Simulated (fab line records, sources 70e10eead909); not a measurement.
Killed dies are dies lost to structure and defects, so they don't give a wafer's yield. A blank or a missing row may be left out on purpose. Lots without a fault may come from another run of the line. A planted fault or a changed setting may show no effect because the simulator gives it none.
fab line records | flow nand_harc
record lots=6 wafers=18 last_day=33
route steps=1302 shown A_CHANNEL_HOLE_D2@592 END@1302
lots that met no fault: from a run of the same line without faults
start_h: hours from the record's first day to the start of the lot's first wafer shown | wait_h: hours since the lot's step before | " the same as in the row above | L1.1+2: a row that stands for several wafers | - no value, or no start given | * or withheld: withheld | < > ~ a bound
route shown NAME@n: a module of which the file shows steps, and the number in the route of the first | usual: mean/standard deviation of fault-free wafers | same: alike in all rows | chamber/n: place in a boat | sites: the reading at each site | _std_site: their standard deviation | _edge_site: outer sites' mean less inner sites' | radius_mm: how far each site lies from the wafer's centre | mask NAME#n: copy n | behind: the tool/chamber that last shaped the wafer | hold: why the lot was held/for how many hours/how that ended | device: the transistor (n, p or np) that didn't switch | end of line: the same wafers' tests at the end of the route | a step without rows: its recipe alone | killed: dies lost to structure and defects at the first sort, not the wafer's yield | map: a wafer's dies, x killed, . not, _ none there
set.NAME: the setting as run; set.NAME@STEP: as run at that earlier step | model.NAME: the simulator's own value behind a step, which no gauge read
lots at some steps of the route; a table a step, a row a wafer
services: from which hour (start_h, from the record's first day; less than 0 if before it) a tool's chamber was out of use, for how many hours, and why
## steps
# step NHARC_A_CHANNEL_HOLE_D2_ETCH_20
# recipe bias_v=3000 source_w=withheld pressure_mtorr=20 time_s=361.9 ar_flow_sccm=375 c4f8_flow_sccm=89.3 o2_flow_sccm=35.7 temp_c=-20 target_depth_a=16000 chemistry=C4F8/O2/Ar
# step NHARC_A_CHANNEL_HOLE_D2_ETCH_21
# recipe bias_v=3000 source_w=withheld pressure_mtorr=20 time_s=514.3 ar_flow_sccm=375 c4f8_flow_sccm=89.3 o2_flow_sccm=35.7 temp_c=-20 target_depth_a=16000 chemistry=C4F8/O2/Ar
# usual drypump_motor_current_A=5.7/0.68 mfc_ar_sccm=375.1/1.1 showerhead_plenum_p_Torr=3.61/0.15 throttle_valve_pct=32.155/0.0097
# columns lot.wafer tool chamber start_h wait_h drypump_motor_current_A mfc_ar_sccm rf_hours_counter_h showerhead_plenum_p_Torr throttle_valve_pct
L327.2 har_etch-02 1 292.72 0.3 5.1 375.9 374 3.72 32.156
L327.1 " 0 " " 4.9 374.8 366 3.48 32.145
L327.4 " 0 " " 4.9 374.6 - 3.48 32.160
L333.3 har_etch-01 0 368.50 0.3 6.2 376.7 - 3.48 32.157
L333.4 " 1 " " 6.5 374.7 - 3.60 32.173
L333.5 " 1 " " 6.5 374.7 - 3.60 32.165
L338.2 har_etch-02 1 414.08 0.3 5.1 375.5 23 3.69 32.150
L338.1 " 0 " " 4.9 375.3 23 3.92 32.155
L338.6 " 0 " " 4.9 373.2 - 3.92 32.162
L340.3 har_etch-01 1 431.30 0.3 6.5 375.4 - 3.58 32.143
L340.4 " 0 " " 6.3 373.5 - 3.46 32.151
L340.6 " 0 " " 6.2 374.8 - 3.46 32.154
L345.1 har_etch-01 0 483.07 0.3 6.2 374.8 277 3.44 32.140
L345.4 " 0 " " 6.2 376.0 - 3.45 32.153
L345.5 " 0 " " 6.2 375.1 - 3.44 32.149
L346.2 har_etch-02 0 491.72 0.3 4.9 373.2 69 3.89 32.146
L346.5 " 0 " " 4.9 376.6 - 3.89 32.168
L346.6 " 1 " " 5.1 376.3 - 3.66 32.149
# step NHARC_A_CHANNEL_HOLE_D2_ETCH_22
# recipe bias_v=3000 source_w=withheld pressure_mtorr=20 time_s=666.7 ar_flow_sccm=375 c4f8_flow_sccm=89.3 o2_flow_sccm=35.7 temp_c=-20 target_depth_a=16000 chemistry=C4F8/O2/Ar
# usual drypump_motor_current_A=5.7/0.68 mfc_ar_sccm=374.9/1.1 showerhead_plenum_p_Torr=3.61/0.15 throttle_valve_pct=32.154/0.0092
# columns lot.wafer tool chamber start_h wait_h drypump_motor_current_A mfc_ar_sccm rf_hours_counter_h showerhead_plenum_p_Torr throttle_valve_pct
L327.2 har_etch-02 1 293.15 0.4 5.1 373.6 374 3.72 32.168
L327.1 " 0 " " 4.9 376.5 367 3.48 32.136
L327.4 " 0 " " 4.9 376.5 - 3.48 32.147
L333.3 har_etch-01 0 368.98 0.4 6.3 374.4 - 3.48 32.138
L333.4 " 1 " " 6.5 373.3 - 3.60 32.172
L333.5 " 1 " " 6.4 374.9 - 3.59 32.157
L338.2 har_etch-02 1 414.52 0.4 5.1 375.9 24 3.69 32.154
L338.1 " 0 " " 4.9 374.9 24 3.92 32.158
L338.6 " 0 " " 4.9 374.8 - 3.92 32.145
L340.3 har_etch-01 1 431.78 0.4 6.5 376.1 - 3.58 32.150
L340.4 " 0 " " 6.3 375.0 - 3.46 32.134
L340.6 " 0 " " 6.2 377.0 - 3.46 32.150
L345.1 har_etch-01 0 483.51 0.4 6.3 376.2 277 3.44 32.151
L345.4 " 0 " " 6.2 375.1 - 3.44 32.183
L345.5 " 0 " " 6.3 375.9 - 3.44 32.158
L346.2 har_etch-02 0 492.16 0.4 4.9 376.5 69 3.89 32.158
L346.5 " 0 " " 4.9 375.4 - 3.89 32.160
L346.6 " 1 " " 5.1 375.0 - 3.66 32.148
# step NHARC_A_CHANNEL_HOLE_D2_ETCH_23
# recipe bias_v=5000 source_w=withheld pressure_mtorr=20 time_s=819 ar_flow_sccm=375 c4f8_flow_sccm=89.3 o2_flow_sccm=35.7 temp_c=-20 target_depth_a=16000 chemistry=C4F8/O2/Ar
# usual drypump_motor_current_A=5.7/0.68 mfc_ar_sccm=374.8/1.2 showerhead_plenum_p_Torr=3.61/0.15 throttle_valve_pct=32.155/0.0095
# columns lot.wafer tool chamber start_h wait_h drypump_motor_current_A mfc_ar_sccm rf_hours_counter_h showerhead_plenum_p_Torr throttle_valve_pct
L327.2 har_etch-02 1 293.72 0.5 5.1 377.2 375 3.72 32.153
L327.1 " 0 " " 4.9 375.8 368 3.48 32.149
L327.4 " 0 " " 4.9 374.3 - 3.48 32.137
L333.3 har_etch-01 0 369.59 0.5 6.2 374.6 - 3.48 32.148
L333.4 " 1 " " 6.5 374.1 - 3.59 32.134
L333.5 " 1 " " 6.5 375.3 - 3.59 32.160
L338.2 har_etch-02 1 415.09 0.5 5.1 375.3 24 3.69 32.144
L338.1 " 0 " " 4.9 373.5 24 3.92 32.145
L338.6 " 0 " " 4.9 375.7 - 3.92 32.143
L340.3 har_etch-01 1 432.39 0.5 6.5 374.4 - 3.58 32.158
L340.4 " 0 " " 6.3 373.9 - 3.46 32.164
L340.6 " 0 " " 6.3 374.0 - 3.46 32.163
L345.1 har_etch-01 0 484.08 0.5 6.3 375.8 278 3.44 32.159
L345.4 " 0 " " 6.3 375.2 - 3.44 32.162
L345.5 " 0 " " 6.3 374.8 - 3.44 32.141
L346.2 har_etch-02 0 492.73 0.5 4.9 375.0 70 3.89 32.146
L346.5 " 0 " " 4.9 374.5 - 3.89 32.158
L346.6 " 1 " " 5.1 374.1 - 3.66 32.147
# step NHARC_A_CHANNEL_HOLE_D2_ETCH_24
# recipe bias_v=5000 source_w=withheld pressure_mtorr=20 time_s=906.2 ar_flow_sccm=375 c4f8_flow_sccm=93.8 o2_flow_sccm=31.2 temp_c=-20 target_depth_a=15000 chemistry=C4F8/O2/Ar
# step NHARC_A_CHANNEL_HOLE_D2_ETCH_25
# recipe bias_v=5000 source_w=withheld pressure_mtorr=20 time_s=1040.2 ar_flow_sccm=375 c4f8_flow_sccm=93.8 o2_flow_sccm=31.2 temp_c=-20 target_depth_a=15000 chemistry=C4F8/O2/Ar
# step NHARC_A_CHANNEL_HOLE_D2_ETCH_26
# recipe bias_v=300 source_w=2000 pressure_mtorr=30 time_s=224.1 ar_flow_sccm=375 c4f8_flow_sccm=11.4 o2_flow_sccm=113.6 temp_c=-20 target_depth_a=3000 chemistry=C4F8/O2/Ar
# usual drypump_motor_current_A=5.7/0.68 mfc_ar_sccm=375.1/1.2 showerhead_plenum_p_Torr=3.65/0.15 throttle_valve_pct=24.586/0.01
# columns lot.wafer tool chamber start_h wait_h drypump_motor_current_A mfc_ar_sccm rf_hours_counter_h showerhead_plenum_p_Torr throttle_valve_pct
L327.2 har_etch-02 1 296.08 0.7 5.1 374.2 377 3.77 24.590
L327.1 " 0 " " 4.9 376.1 370 3.52 24.595
L327.4 " 0 " " 4.9 373.7 - 3.52 24.610
L333.3 har_etch-01 0 371.78 0.5 6.3 373.0 - 3.51 24.598
L333.4 " 1 " " 6.4 374.3 - 3.63 24.582
L333.5 " 1 " " 6.4 373.9 - 3.63 24.594
L338.2 har_etch-02 1 417.42 0.7 5.1 376.6 27 3.73 24.588
L338.1 " 0 " " 4.9 375.5 27 3.98 24.570
L338.6 " 0 " " 4.9 376.0 - 3.98 24.574
L340.3 har_etch-01 1 434.56 0.5 6.4 376.7 - 3.61 24.569
L340.4 " 0 " " 6.3 374.9 - 3.49 24.579
L340.6 " 0 " " 6.3 374.4 - 3.49 24.586
L345.1 har_etch-01 0 486.42 0.7 6.3 376.4 280 3.48 24.603
L345.4 " 0 " " 6.3 375.5 - 3.48 24.594
L345.5 " 0 " " 6.3 375.3 - 3.48 24.585
L346.2 har_etch-02 0 495.08 0.7 4.9 375.8 72 3.95 24.589
L346.5 " 0 " " 4.9 376.4 - 3.95 24.583
L346.6 " 1 " " 5.1 372.3 - 3.71 24.582
# step NHARC_A_CHANNEL_HOLE_D2_ETCH_27
# recipe bias_v=400 source_w=2000 pressure_mtorr=25 time_s=90 ar_flow_sccm=375 c4f8_flow_sccm=41.7 o2_flow_sccm=83.3 temp_c=-20 target_depth_a=4000 chemistry=C4F8/O2/Ar
# step NHARC_A_CHANNEL_HOLE_D2_STRIP_41
# recipe n2_flow_sccm=150 h2_flow_sccm=150 ar_flow_sccm=0 bias_w=0 chemistry=N2/H2
# step NHARC_A_CHANNEL_HOLE_D2_STRIP_42
# recipe cf4_flow_sccm=100 chf3_flow_sccm=30 ar_flow_sccm=0 bias_w=0 chemistry=CF4/CHF3
# step NHARC_A_CHANNEL_HOLE_D2_STRIP_43
# recipe o2_flow_sccm=400 cos_flow_sccm=20 ar_flow_sccm=0 bias_w=0 chemistry=O2/COS
# step NHARC_A_CHANNEL_HOLE_D2_ETCH_44
# recipe target_depth_a=1400 overetch_a=140 time_s=77 ion_energy_ev=100 cf4_flow_sccm=80 o2_flow_sccm=20 ar_flow_sccm=0 rf_w=300 bias_w=100 chemistry=CF4/O2
# usual drypump_motor_current_A=5.8/0.37 mfc_ar_sccm=0.005/0.0095 oes_f_703_au=1.000/0.0046 oes_product_au=1.003/0.0068 rf_vpp_V=198.2/1.2 showerhead_plenum_p_Torr=1.36/0.043 throttle_valve_pct=13.397/0.0097
# columns lot.wafer tool chamber start_h wait_h drypump_motor_current_A mfc_ar_sccm oes_f_703_au oes_product_au rf_hours_counter_h rf_vpp_V showerhead_plenum_p_Torr throttle_valve_pct
L327.1 rie_diel-11 2 297.04 0.1 5.8 0 1.004 1.001 3.2 198.2 1.37 13.412
L327.2 " 3 " " 5.3 0.001 1.001 0.997 3.1 199.1 1.43 13.400
L327.4 " 0 " " 5.7 0 0.997 1.006 3.3 198.3 1.36 13.395
L333.4 rie_diel-10 0 372.66 0.1 6.2 0 0.993 0.995 9.4 199.4 1.40 13.389
L333.3 " 2 " " 6.1 0.001 1.003 0.993 9.2 196.8 1.28 13.396
L333.5 " 0 " " 6.2 0 1.001 0.997 - 199.8 1.40 13.380
L338.2 rie_diel-11 2 418.37 0.1 5.7 0 1.002 1.001 0.0 198.3 1.37 13.405
L338.1 " 3 " " 5.3 0.001 1.004 1.000 0.0 198.8 1.43 13.393
L338.6 " 1 " " 6.0 0.026 1.001 0.993 - 199.1 1.33 13.423
L340.3 rie_diel-11 0 435.45 0.1 5.7 0 0.998 1.006 1.2 196.8 1.36 13.392
L340.4 " 3 " " 5.3 0.001 0.999 0.993 1.0 200.3 1.43 13.412
L340.6 " 1 " " 6.0 0.026 0.991 1.001 - 197.3 1.33 13.392
L345.4 rie_diel-12 0 487.37 0.1 6.7 0 0.999 0.997 3.5 196.2 1.30 13.395
L345.1 " 3 " " 6.3 0.004 1.002 1.004 3.0 196.6 1.35 13.397
L345.5 " 1 " " 5.6 0 1.006 1.008 - 195.6 1.30 13.386
L346.2 rie_diel-11 2 496.06 0.1 5.8 0 1.006 1.012 3.0 197.8 1.37 13.385
L346.5 " 2 " " 5.8 0 0.997 0.997 - 197.8 1.37 13.422
L346.6 " 3 " " 5.3 0.001 1.001 0.998 - 199.2 1.43 13.394
# step NHARC_A_CHANNEL_HOLE_D2_STRIP_28
# recipe o2_flow_sccm=500 ar_flow_sccm=0 bias_w=0 chemistry=O2
# usual chamber_pressure_mTorr=60.00/0.055 drypump_motor_current_A=5.8/0.38 mfc_ar_sccm=0.005/0.0092 oes_product_au=1.003/0.0068 rf_vpp_V=57.9/0.84 showerhead_plenum_p_Torr=3.59/0.11 throttle_valve_pct=17.036/0.0084
# columns lot.wafer tool chamber start_h wait_h chamber_pressure_mTorr drypump_motor_current_A mfc_ar_sccm oes_product_au rf_hours_counter_h rf_vpp_V showerhead_plenum_p_Torr throttle_valve_pct
L327.2 rie_diel-11 1 297.18 - 59.99 6.0 0.026 1.006 3.4 57.1 3.52 17.042
L327.4 " 2 " " 59.99 5.8 0 1.010 3.3 58.4 3.61 17.028
L327.1 " 3 " " 60.00 5.3 0.001 1.006 3.2 59.1 3.77 17.035
L333.4 rie_diel-10 0 372.76 - 59.97 6.2 0 1.004 9.5 59.1 3.70 17.036
L333.3 " 3 " " 59.98 5.7 0 1.005 10.2 56.7 3.77 17.050
L333.5 " 1 " " 59.99 5.0 0 0.992 - 58.6 3.50 17.036
L338.1 rie_diel-11 2 418.46 - 63.19 5.8 0 1.000 0.1 58.1 3.61 17.021
L338.2 " 3 " " 63.15 5.3 0.001 1.006 0.0 58.3 3.77 17.044
L338.6 " 2 " " 63.23 5.7 0 0.999 - 57.5 3.61 17.044
L340.4 rie_diel-11 3 435.60 - 63.29 5.3 0.001 1.017 1.1 57.5 3.76 17.033
L340.3 " 1 " " 63.17 6.0 0.026 1.012 1.2 56.6 3.51 17.043
L340.6 " 3 " " 63.22 5.3 0.001 1.022 - 59.3 3.76 17.032
L345.4 rie_diel-12 3 487.52 - 60.01 6.3 0.004 1.001 3.0 57.7 3.56 17.027
L345.1 " 0 " " 60.04 6.7 0 0.995 3.6 57.0 3.45 17.046
L345.5 " 2 " " 60.04 5.8 0.020 1.015 - 57.6 3.61 17.033
L346.2 rie_diel-11 2 496.31 - 59.95 5.8 0 1.002 3.1 56.3 3.61 17.022
L346.5 " 0 " " 59.97 5.7 0 1.000 - 57.4 3.59 17.028
L346.6 " 2 " " 60.00 5.8 0 1.001 - 58.1 3.61 17.032
# step NHARC_A_CHANNEL_HOLE_D2_PRECLEAN_29
# recipe time_s=* temp_c=50 bath_age_min=0 chemistry=SC1
# step NHARC_END_SORT_01
# recipe temp_c=25
# usual killed_at_array=47/14 killed_at_other=0.5/0.72 killed_at_periphery=4/3.1 killed_dies=52/15 killed_open=3.2/1.9 killed_short=2.4/1.7
# same gross_dies=677
# columns lot.wafer tool chamber start_h wait_h killed_at_array killed_at_other killed_at_periphery killed_dies killed_open killed_short
L327.1 prober-01 0 554.78 2.5 65 1 3 69 2 3
L327.2 prober-01 0 555.58 2.8 52 0 4 56 6 3
L327.4 prober-01 0 557.19 3.4 54 0 1 55 0 1
# killed by level:class
L327.1 A_CHANNEL_HOLE_D2:chamber_film_flake=33 A_SLIT:chamber_film_flake=22 A_BLC:chamber_film_flake=2 P_M0:geometric_particle:short=1 A_SOURCE_PLATE:geometric_particle:short=1 A_ONON_D1:geometric_particle:open=1 A_CHANNEL_FILL_D1:geometric_particle:short=1 A_STAIRCASE:chamber_film_flake=1
L327.2 A_CHANNEL_HOLE_D2:chamber_film_flake=22 A_SLIT:chamber_film_flake=15 A_CHANNEL_HOLE_D1:chamber_film_flake=3 A_STAIRCASE:chamber_film_flake=3 P_STI:geometric_particle:open=2 A_BLC:geometric_particle:open=2 P_M0:geometric_particle:short=1 A_ONON_D1:geometric_particle:open=1
L327.4 A_CHANNEL_HOLE_D2:chamber_film_flake=26 A_SLIT:chamber_film_flake=24 A_CONTACT:chamber_film_flake=2 A_STAIRCASE:geometric_particle:short=1 P_GATE:chamber_film_flake=1 A_WL_FILL:chamber_film_flake=1
## services
# columns tool chamber start_h hours kind
rie_diel-12 0 274.54 6.6 repair
rie_diel-11 0 289.50 - clean
rie_diel-11 1 289.50 - clean
rie_diel-10 3 307.66 5.8 repair
rie_diel-11 - 358.20 1.2 repair
har_etch-02 - 358.22 17.0 pm
har_etch-02 0 358.22 17.0 vent_cycle
har_etch-02 1 358.22 17.0 vent_cycle
rie_diel-12 0 370.86 6.4 repair
har_etch-02 0 375.22 - clean
har_etch-02 0 375.22 - consumable_replace:esc
har_etch-02 0 375.22 - consumable_replace:focus_ring
har_etch-02 0 375.22 - consumable_replace:showerhead
har_etch-02 1 375.22 - clean
har_etch-02 1 375.22 - consumable_replace:focus_ring
rie_diel-11 1 393.85 5.9 repair
rie_diel-10 - 395.81 9.0 pm
rie_diel-11 - 408.50 9.0 pm
rie_diel-10 1 414.03 4.6 repair
rie_diel-12 - 421.40 9.0 pm
rie_diel-10 0 421.79 16.5 repair
rie_diel-12 - 478.98 0.1 repair
rie_diel-12 3 479.97 5.8 repair
rie_diel-11 1 494.12 7.3 repair
## key
first_sign step=NHARC_A_CHANNEL_HOLE_D2_STRIP_28 reading=chamber_pressure_mTorr direction=up sigmas=59 usual=60.00 struck=63.21
effect none on later readings
met_at NHARC_A_CHANNEL_HOLE_D2_STRIP_28
struck_wafers L338.1,L338.2,L338.6,L340.3,L340.4,L340.6
tester_left_out L338,L340
onset_between 297.18 418.46
fault kind=process_parameter_drift tool=rie_diel-11 chamber=- onset_h=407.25 steps=NHARC_A_CHANNEL_HOLE_D2_STRIP_28 channel=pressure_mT offset=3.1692 shape=step end_h=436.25 acts_in=these_recipes_only stated=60
# tester_left_out: of these lots the tester's yield and bins aren't shown, on N5 and GAA mostly nor the transistor test; their killed dies are dies lost to structure and defects alone, not to doping, threshold or leakage, so they don't give the yield
